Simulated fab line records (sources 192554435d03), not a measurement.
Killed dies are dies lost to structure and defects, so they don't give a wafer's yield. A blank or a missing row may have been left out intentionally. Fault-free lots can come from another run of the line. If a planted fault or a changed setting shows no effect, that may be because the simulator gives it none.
fab line records	flow n5-finfet
record lots=11	wafers=31	last-day=16
route steps=1938 shown BEOL_M4@1111 BEOL_M15@1825 PASS1_DEP@1831 PAD_METAL@1895 PASSIVATION@1907
lots untouched by any fault: they come from a run of this same line in which no faults occurred
start-h: the number of hours between the record's first day and the start of the first shown wafer of the lot	wait-h: hours elapsed since this lot's preceding step	" same as the row above	L1.1+2: one row covering several wafers at once	- no value, or no start given	* or withheld: withheld	< > ~ a bound
route shown NAME@n: names a module that has steps shown in the file, with the first one's number in the route	usual: the fault-free wafers' mean and standard deviation	same: alike in all rows	chamber/n: place in a boat	sites: readings site by site	_std_site: the values' standard deviation	_edge_site: the outer-site mean with the inner-site mean subtracted	radius-mm: for every site, how far away it sits from the centre of the wafer	mask NAME#n: copy n	behind: the most recent tool/chamber to have shaped the wafer	hold: what put the lot on hold/how long, in hours/how the hold closed	device: transistor that didn't switch, given as n, p or np	end of line: the same wafers' tests at the end of the route	a step without rows: its recipe alone	killed: count of dies lost to structure and defects at first sort (not the wafer's yield)	map: dies across one wafer; x = killed, . = not, _ = none there
set.NAME: the setting the step ran with; set.NAME@STEP: the setting that earlier step ran with	model.NAME: the simulator's own value behind a step, which no gauge read
the route's steps for a sample of lots (tables are steps, rows are wafers)
services: when a tool's chamber went out of use (start-h, in hours from the record's first day, below 0 if earlier), for how many hours, and the reason
## steps
# step N5_BEOL_M4_RC_MEAS_101
# usual DIBL_N=35.9/1.6	DIBL_P=35.6/2.1	IOFF_N=0.149/0.029	IOFF_P=0.20/0.033	ION_N=671/11	ION_P=460/7.3	SS_N=71.4/0.62	SS_P=73.2/0.65	VT_N=251/3.1	VT_P=-251/3.4
lot.wafer	tool	chamber	start-h	wait-h	DIBL_N[mV/V]	DIBL_P[mV/V]	IOFF_N[nA/um]	IOFF_P[nA/um]	ION_N[uA/um]	ION_P[uA/um]	SS_N[mV/dec]	SS_P[mV/dec]	VT_N[mV]	VT_P[mV]
L800.3	prober-01	0	180.00	0.3	34.8	36.8	0.153	0.19	687	462	71.7	73.5	252	-255
L800.4	"	0	"	"	35.9	38.6	0.169	0.20	676	455	72.1	73.4	252	-253
L800.6	"	0	"	"	33.8	35.6	0.124	0.17	654	454	71.4	72.9	260	-256
L801.2	prober-02	0	182.65	0.2	35.5	36.8	0.138	0.18	668	454	71.2	73.5	251	-256
L801.5	"	0	"	"	34.7	35.0	0.136	0.16	668	452	71.5	72.3	253	-256
L802.1	prober-02	0	192.97	0.0	34.9	35.5	0.133	0.19	665	451	71.9	72.9	252	-251
L802.3	"	0	"	"	32.3	33.0	0.114	0.16	669	456	70.5	73.0	254	-253
L802.6	"	0	"	"	33.7	34.1	0.122	0.18	667	464	70.7	72.4	252	-254
L803.1	prober-02	0	199.72	0.0	35.4	33.4	0.133	0.18	668	459	70.8	72.8	251	-251
L803.3	"	0	"	"	34.4	31.4	0.114	0.15	664	456	71.0	72.5	254	-254
L803.5	"	0	"	"	36.6	34.7	0.152	0.19	677	459	71.3	73.8	250	-251
L807.3	prober-01	0	222.92	0.3	32.7	32.2	0.106	0.16	651	456	70.9	72.7	256	-254
L807.4	"	0	"	"	35.6	35.6	0.159	0.21	677	472	70.7	73.2	247	-247
L808.3	prober-01	0	230.72	0.3	36.8	37.4	0.169	0.20	676	460	71.2	72.9	247	-252
L808.4	"	0	"	"	38.7	39.8	0.216	0.25	690	467	72.4	74.5	246	-249
L808.6	"	0	"	"	37.9	38.5	0.199	0.23	692	472	71.8	74.5	245	-250
L810.2	prober-02	0	233.70	0.2	37.6	37.5	0.173	0.20	676	456	71.4	73.9	248	-255
L810.3	"	0	"	"	37.4	37.5	0.169	0.19	675	458	71.1	73.7	248	-254
L810.5	"	0	"	"	33.8	32.5	0.115	0.14	655	450	70.4	72.9	251	-256
L809.2	prober-01	0	236.49	0.2	37.3	35.7	0.166	0.25	657	460	72.1	73.9	250	-248
L809.4	"	0	"	"	34.3	32.8	0.124	0.20	670	469	70.5	72.4	252	-249
L809.5	"	0	"	"	36.1	35.5	0.151	0.24	660	459	71.3	73.4	250	-249
L818.1	prober-01	0	283.36	0.0	35.7	34.9	0.132	0.20	672	465	72.0	73.4	254	-250
L818.2	"	0	"	"	33.7	32.6	0.110	0.17	651	454	70.9	72.2	254	-249
L818.3	"	0	"	"	36.3	35.9	0.150	0.21	664	453	71.7	73.2	252	-248
L819.2	prober-02	0	288.99	0.2	36.6	35.6	0.183	0.23	677	466	72.1	73.3	245	-249
L819.3	"	0	"	"	35.3	35.2	0.175	0.23	686	469	71.3	73.8	245	-248
L819.5	"	0	"	"	35.5	34.1	0.161	0.20	670	457	72.1	73.5	248	-251
L820.2	prober-02	0	300.61	0.2	36.8	35.2	0.157	0.21	681	468	70.7	73.0	253	-250
L820.4	"	0	"	"	38.7	38.1	0.199	0.26	683	467	71.9	73.8	245	-244
L820.5	"	0	"	"	39.1	38.4	0.213	0.27	697	475	72.5	74.2	244	-248
# step N5_BEOL_M15_THK_MEAS_50
# recipe thk-meas-gauge=xrf	reads=Cu_of_BEOL_M15_ECD_47
# usual M15_THK=809/19
lot.wafer	tool	chamber	start-h	wait-h	M15_THK[nm]
L800.3	film-metro-01	-	260.71	-	795
L800.4	"	-	"	"	860
L800.6	"	-	"	"	825
L801.2	film-metro-02	-	271.50	-	799
L801.5	"	-	"	"	793
L802.1	film-metro-02	-	279.63	-	793
L802.3	"	-	"	"	820
L802.6	"	-	"	"	798
L803.1	film-metro-01	-	283.42	-	837
L803.3	"	-	"	"	850
L803.5	"	-	"	"	846
L807.3	film-metro-01	-	301.41	-	815
L807.4	"	-	"	"	824
L808.3	film-metro-02	-	308.49	-	813
L808.4	"	-	"	"	808
L808.6	"	-	"	"	832
L810.2	film-metro-02	-	318.62	-	803
L810.3	"	-	"	"	805
L810.5	"	-	"	"	832
L809.2	film-metro-01	-	319.42	-	800
L809.4	"	-	"	"	797
L809.5	"	-	"	"	806
L818.1	film-metro-02	-	372.55	-	769
L818.2	"	-	"	"	801
L818.3	"	-	"	"	814
L819.2	film-metro-01	-	375.07	-	824
L819.3	"	-	"	"	792
L819.5	"	-	"	"	790
L820.2	film-metro-02	-	381.26	-	781
L820.4	"	-	"	"	803
L820.5	"	-	"	"	785
# step N5_PASSIVATION_PECVD_00
# recipe material=SiO2	target-thk-a=2000	temp-c=400	precursor=SiH4/N2O	pressure-torr=2.7	rf-w=608	time-s=11.2
# usual heater-power-w=720/100	showerhead-plenum-p-Torr=8.12/0.054	susceptor-temp-C=400.00/0.21	throttle-valve-pct=51/3.6
lot.wafer	tool	chamber	start-h	wait-h	heater-power-w	showerhead-plenum-p-Torr	susceptor-temp-C	throttle-valve-pct
L800.3	pecvd-04	0	261.88	0.5	695	8.06	399.85	54
L800.4	"	0	"	"	718	8.06	399.90	54
L800.6	"	2	"	"	875	8.19	399.88	50
L801.2	pecvd-01	2	272.65	0.7	829	8.22	400.14	45
L801.5	"	1	"	"	665	8.06	399.83	59
L802.1	pecvd-04	0	280.84	0.8	695	8.02	399.95	54
L802.3	"	2	"	"	832	8.15	400.05	50
L802.6	"	2	"	"	820	8.16	399.79	50
L803.1	pecvd-03	0	284.56	0.8	727	8.13	399.75	51
L803.3	"	1	"	"	822	8.05	399.64	47
L803.5	"	2	"	"	481	8.17	399.92	52
L807.3	pecvd-01	2	302.56	0.5	741	8.23	399.80	45
L807.4	"	1	"	"	597	8.08	400.13	60
L808.3	pecvd-04	0	309.68	0.5	651	8.05	400.06	54
L808.4	"	1	"	"	878	8.11	400.11	54
L808.6	"	1	"	"	894	8.10	400.49	54
L810.2	pecvd-03	1	319.76	0.7	672	8.07	399.61	47
L810.3	"	0	"	"	711	8.14	400.74	50
L810.5	"	2	"	"	544	8.15	399.97	52
L809.2	pecvd-04	0	320.57	0.7	632	8.05	400.10	54
L809.4	"	1	"	"	901	8.13	400.19	54
L809.5	"	0	"	"	649	8.06	400.20	54
L818.1	pecvd-04	2	373.70	0.8	729	8.17	400.23	50
L818.2	"	0	"	"	688	8.07	400.11	54
L818.3	"	1	"	"	903	8.10	400.29	54
L819.2	pecvd-03	1	376.54	0.7	849	8.07	400.41	47
L819.3	"	0	"	"	756	8.14	400.70	51
L819.5	"	2	"	"	541	8.16	399.65	53
L820.2	pecvd-01	2	382.40	0.7	785	8.20	400.10	45
L820.4	"	2	"	"	806	8.21	399.84	45
L820.5	"	1	"	"	705	8.08	400.13	59
# step N5_PASSIVATION_SPUTTER_20
# recipe material=TaN	target-thk-a=500	temp-c=25	chamber-pressure-pa=0.4
# usual susceptor-temp-C=24.99/0.11	throttle-valve-pct=29.9/1.3
lot.wafer	tool	chamber	start-h	wait-h	susceptor-temp-C	throttle-valve-pct
L800.3	pvd-sputter-01	-	269.98	0.0	24.87	31.4
L800.4	"	-	"	"	25.14	29.0
L800.6	"	-	"	"	24.93	30.6
L801.2	pvd-sputter-01	-	278.96	0.0	24.95	29.2
L801.5	"	-	"	"	24.89	31.3
L802.1	pvd-sputter-01	-	288.83	0.0	25.00	29.1
L802.3	"	-	"	"	25.15	31.2
L802.6	"	-	"	"	25.06	29.0
L803.1	pvd-sputter-02	-	292.54	0.0	25.00	30.1
L803.3	"	-	"	"	24.87	28.8
L803.5	"	-	"	"	24.94	30.0
L807.3	pvd-sputter-01	-	312.03	0.0	24.95	29.3
L807.4	"	-	"	"	24.85	29.0
L808.3	pvd-sputter-01	-	316.97	0.0	24.99	30.4
L808.4	"	-	"	"	24.98	28.7
L808.6	"	-	"	"	24.82	29.0
L810.2	pvd-sputter-01	-	325.48	0.0	24.94	29.6
L810.3	"	-	"	"	25.13	30.8
L810.5	"	-	"	"	24.98	28.7
L809.2	pvd-sputter-01	-	326.86	0.0	25.08	29.5
L809.4	"	-	"	"	24.93	31.3
L809.5	"	-	"	"	25.01	30.5
L818.1	pvd-sputter-03	-	381.04	0.0	25.10	30.0
L818.2	"	-	"	"	24.91	30.3
L818.3	"	-	"	"	25.07	32.1
L819.2	pvd-sputter-02	-	385.82	0.0	24.95	30.3
L819.3	"	-	"	"	24.89	29.9
L819.5	"	-	"	"	24.91	28.6
L820.2	pvd-sputter-02	-	389.29	0.0	25.04	30.3
L820.4	"	-	"	"	25.29	26.8
L820.5	"	-	"	"	25.02	26.6
# step N5_PASSIVATION_INSPECT_64
# recipe mode=adi	inspect-instrument=macro
# usual raw-defect-count=2.0/1.3
lot.wafer	tool	chamber	start-h	wait-h	raw-defect-count
L800.3	defect-inspect-02	-	270.61	0.0	1
L800.4	"	-	"	"	1
L800.6	"	-	"	"	0
L801.2	defect-inspect-01	-	279.58	0.0	2
L801.5	"	-	"	"	2
L802.1	defect-inspect-01	-	289.58	0.0	1
L802.3	"	-	"	"	1
L802.6	"	-	"	"	1
L803.1	defect-inspect-02	-	293.17	0.0	1
L803.3	"	-	"	"	3
L803.5	"	-	"	"	2
L807.3	defect-inspect-02	-	312.80	0.0	2
L807.4	"	-	"	"	3
L808.3	defect-inspect-01	-	323.30	0.0	1
L808.4	"	-	"	"	4
L808.6	"	-	"	"	3
L810.2	defect-inspect-01	-	326.10	0.0	1
L810.5	"	-	"	"	1
L809.2	defect-inspect-01	-	327.48	0.0	5
L809.4	"	-	"	"	1
L818.1	defect-inspect-02	-	381.80	0.0	0
L818.2	"	-	"	"	0
L818.3	"	-	"	"	4
L819.2	defect-inspect-01	-	386.44	0.0	1
L819.3	"	-	"	"	1
L819.5	"	-	"	"	2
L820.2	defect-inspect-02	-	389.92	0.0	5
L820.4	"	-	"	"	3
L820.5	"	-	"	"	2
# step N5_PASSIVATION_PROBE_49
# usual defect-limited-yield=90.9/1.5	killed_at_M0_to_M3=36/9.9	killed_at_M4_up=13/4.5	killed-at-contacts=13/6.4	killed-at-front-end=42/12	killed-at-other=3.4/3	killed-dies=107/18	killed-on-rim=14/4.3	killed-open=69/13	killed-short=35/8.2	sort_bin_5_function=5.3/1.1	sort_bin_6_memory=3.4/0.69	sort-n-pass=1073/18	sort-yield-pct=90.9/1.5
# same gross-dies=1180	killed-at-back-side=0	sort_bin_4_leakage[%]=0	sort_bin_8_speed[%]=0
lot.wafer	tool	chamber	start-h	wait-h	defect-limited-yield[%]	killed_at_M0_to_M3	killed_at_M4_up	killed-at-contacts	killed-at-front-end	killed-at-other	killed-dies	killed-on-rim	killed-open	killed-short	sort_bin_5_function[%]	sort_bin_6_memory[%]	sort-n-pass	sort-yield-pct[%]
L810.2	prober-01	-	331.63	0.1	90.2	42	26	8	38	2	116	14	82	33	5.7	3.6	1064	90.2
L810.3	prober-01	-	331.68	0.1	0	25	24	9	33	1089	1180	152	67	25	5.0	2.6	0	0
L810.5	prober-01	-	331.78	0.2	90.1	38	16	11	51	1	117	16	66	41	5.8	3.1	1063	90.1
L809.2	prober-01	-	333.62	0.1	92.1	34	17	9	32	1	93	9	52	34	4.2	3.1	1087	92.1
L809.4	prober-01	-	333.72	0.2	92.5	43	10	4	29	2	88	13	58	30	4.2	3.1	1092	92.5
L809.5	prober-01	-	333.77	0.2	0	27	3	11	52	1087	1180	152	57	39	4.4	3.6	0	0
# killed by level:class
L810.2 BEOL_M4:geometric-particle:open=17 BEOL_M1:geometric-particle:open=9 BEOL_M3:geometric-particle:open=9 FIN_SAQP:geometric-particle:open=8 MOL_CONTACT_COAG:geometric-particle:open=7 FIN_SAQP:geometric-particle:short=5 BEOL_M0:geometric-particle:open=5 BEOL_M2:geometric-particle:open=5
L810.3 PAD_METAL:area-sputter=1088 BEOL_M4:geometric-particle:open=15 FIN_SAQP:geometric-particle:open=10 BEOL_M1:geometric-particle:open=8 DUMMY_GATE:geometric-particle:open=7 MOL_CONTACT_COAG:geometric-particle:open=7 BEOL_M3:geometric-particle:open=7 FIN_SAQP:geometric-particle:short=5
L810.5 MOL_CONTACT_COAG:geometric-particle:open=10 FIN_SAQP:geometric-particle:open=9 BEOL_M2:geometric-particle:open=9 HKMG_FIN:area-etch=8 FIN_SAQP:geometric-particle:short=7 ILD0:geometric-particle:short=7 GATE_CUT:geometric-particle:short=7 BEOL_M3:geometric-particle:open=7
L809.2 BEOL_M0_SAQP:geometric-particle:short=12 BEOL_M1:geometric-particle:open=11 MOL_CONTACT_COAG:geometric-particle:open=8 DUMMY_GATE:geometric-particle:open=6 FIN_SAQP:geometric-particle:open=4 STI_FIN_REVEAL:geometric-particle:open=4 DUMMY_GATE:geometric-particle:short=4 BEOL_M0_SAQP:geometric-particle:open=4
L809.4 BEOL_M1:geometric-particle:open=11 FIN_SAQP:geometric-particle:open=10 FIN_SAQP:geometric-particle:short=9 BEOL_M0_SAQP:geometric-particle:short=9 BEOL_M2:geometric-particle:open=7 BEOL_M0_SAQP:geometric-particle:open=6 BEOL_M3:geometric-particle:open=6 DUMMY_GATE:geometric-particle:open=4
L809.5 PAD_METAL:area-sputter=1084 FIN_SAQP:geometric-particle:short=12 STI_FIN_REVEAL:geometric-particle:open=11 DUMMY_GATE:geometric-particle:open=9 BEOL_M0_SAQP:geometric-particle:open=9 MOL_CONTACT_COAG:geometric-particle:open=8 BEOL_M0_SAQP:geometric-particle:short=8 BEOL_M1:geometric-particle:open=6
## services
tool	chamber	start-h	hours	kind
pecvd-04	0	259.29	2.1	scheduled-down
pecvd-04	0	272.73	8.0	repair
pecvd-01	0	276.77	4.4	repair
pecvd-04	-	286.91	2.5	repair
pecvd-01	0	289.85	5.5	scheduled-down
pecvd-04	2	305.03	5.5	scheduled-down
pecvd-03	-	305.30	1.0	repair
pecvd-03	-	330.53	1.1	repair
pecvd-04	-	374.48	1.1	repair
pecvd-03	2	377.92	5.5	scheduled-down
## key
first-sign step=N5_PASSIVATION_PROBE_49	reading=killed-at-other	direction=up	sigmas=99+	usual=3.4	struck=1088
effect step=N5_PASSIVATION_PROBE_49	reading=killed-dies	direction=up	sigmas=59	usual=107	struck=1180
more-kills-born-at N5_PASSIVATION_SPUTTER_20@pvd-sputter-01=2172
met-at N5_PASSIVATION_SPUTTER_20
struck-lots L809,L810
struck-wafers L809.5,L810.3
later-rows-left-out L809.5,L810.3
not-acting-at N5_BEOL_M15_THK_MEAS_50,N5_PASSIVATION_PECVD_00,N5_PASSIVATION_INSPECT_64
onset-between 316.97 325.48
fault kind=process-parameter-drift	tool=pvd-sputter-01	chamber=-	onset-h=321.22	steps=N5_PASSIVATION_SPUTTER_20	channel=target-thk-a	offset=*	shape=step	end-h=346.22	acts-in=*	stated=*	scope=struck-wafers-only
# later-rows-left-out: the simulator's readings of these wafers behind a module that went badly wrong aren't trusted and aren't shown, but for the sort
